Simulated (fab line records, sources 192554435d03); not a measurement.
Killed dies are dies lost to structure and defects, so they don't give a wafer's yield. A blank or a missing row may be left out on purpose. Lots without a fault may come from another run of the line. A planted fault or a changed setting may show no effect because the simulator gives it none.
Chamber matching | flow n5_finfet | N5_MOL_CONTACT_COAG_STRIP_96 on rie_diel-05: 4 sister chambers
The step strips in N2/H2. 8 wafers are shown with their chamber, then 10 later ones without.

WAFERS WITH THEIR CHAMBER
wafer  | chamber | drypump_motor_current_A (A) | showerhead_plenum_p_Torr (Torr)
L081.2 | 1       | 6.4                         | 3.25
L083.5 | 2       | 5.2                         | 3.39
L083.6 | 3       | 4.9                         | 3.21
L085.1 | 1       | 6.4                         | 3.25
L085.3 | 3       | 4.9                         | 3.21
L085.6 | 0       | 6.0                         | 3.32
L088.1 | 2       | 5.2                         | 3.39
L088.3 | 0       | 5.9                         | 3.31

WAFERS WITHOUT THEIR CHAMBER
wafer  | drypump_motor_current_A (A) | showerhead_plenum_p_Torr (Torr)
L088.6 | 5.2                         | 3.39
L089.2 | 4.9                         | 3.21
L089.5 | 6.0                         | 3.31
L089.6 | 6.5                         | 3.24
L092.2 | 6.4                         | 3.24
L092.3 | 5.2                         | 3.38
L092.5 | 4.9                         | 3.20
L097.1 | 5.2                         | 3.38
L097.2 | 4.9                         | 3.20
L097.6 | 4.9                         | 3.20

WHICH CHAMBER EACH WENT THROUGH
wafer  | from the rows above | in truth
L088.6 | 2                   | 2
L089.2 | 3                   | 3
L089.5 | 0                   | 0
L089.6 | 1                   | 1
L092.2 | 1                   | 1
L092.3 | 2                   | 2
L092.5 | 3                   | 3
L097.1 | 2                   | 2
L097.2 | 3                   | 3
L097.6 | 3                   | 3
Placed correctly: 10 of 10. Can't be placed from these rows: 0. Placed wrongly: 0.
How it was worked out, from the rows above alone: a wafer's distance from a chamber is the root of the sum, over the readings, of the square of ((its reading less the chamber's mean) divided by the reading's scatter). The wafer belongs to the nearest chamber; if the next one is less than 2 further off, it can't be placed. A chamber's mean is the mean of its shown wafers. The scatter: the root of (the sum of the squares of (reading less its chamber's mean) over the shown wafers, divided by (wafers less chambers)).
